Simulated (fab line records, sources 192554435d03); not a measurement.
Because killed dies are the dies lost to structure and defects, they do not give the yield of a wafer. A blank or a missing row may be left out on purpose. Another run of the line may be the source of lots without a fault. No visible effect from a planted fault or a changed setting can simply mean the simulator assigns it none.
Chamber matching | flow n5-finfet | N5_BEOL_M0_STRIP_140 on rie-diel-04 has 4 sister chambers
The step strips in CF4. 7 wafers are shown with their chamber, then 9 later ones without.

WAFERS, EACH WITH ITS CHAMBER
wafer  | chamber | throttle-valve-pct (%) | oes-product-au (a.u.)
L080.4 | 2       | 13.67                  | 0.81
L086.1 | 3       | 13.15                  | 0.91
L086.5 | 2       | 13.68                  | 0.79
L086.6 | 1       | 13.19                  | 0.84
L088.2 | 0       | 13.45                  | 0.84
L088.5 | 1       | 13.20                  | 0.83
L088.6 | 0       | 13.46                  | 0.85

WAFERS WITHOUT THEIR CHAMBER
wafer  | throttle-valve-pct (%) | oes-product-au (a.u.)
L090.2 | 13.48                  | 0.85
L090.3 | 13.17                  | 0.90
L090.6 | 13.73                  | 0.79
L093.1 | 13.24                  | 0.82
L093.5 | 13.49                  | 0.83
L093.6 | 13.18                  | 0.88
L097.3 | 13.27                  | 0.82
L097.4 | 13.52                  | 0.82
L097.6 | 13.50                  | 0.83

THE CHAMBER EACH PASSED THROUGH
wafer  | from the rows above     | in truth
L090.2 | 0                       | 0
L090.3 | 3                       | 3
L090.6 | 2                       | 2
L093.1 | 1                       | 1
L093.5 | 0                       | 0
L093.6 | can't be placed: 1 or 3 | 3
L097.3 | 1                       | 1
L097.4 | 0                       | 0
L097.6 | 0                       | 0
Correct placement for 8 of the 9. These rows do not allow placing 1 (true chamber among the candidates in 1). Wrongly placed: 0.
How it was worked out, from the rows above alone: a wafer's distance from a chamber is the root of the sum, over the readings, of the square of ((its reading less the chamber's mean) divided by the reading's scatter). The wafer belongs to the nearest chamber; if the next one is less than 2 further off, it can't be placed. The mean given for a chamber averages the wafers shown for that chamber. The scatter is the square root of a quotient: the sum, over the shown wafers, of each reading's squared deviation from its chamber's mean, divided by wafers minus chambers.
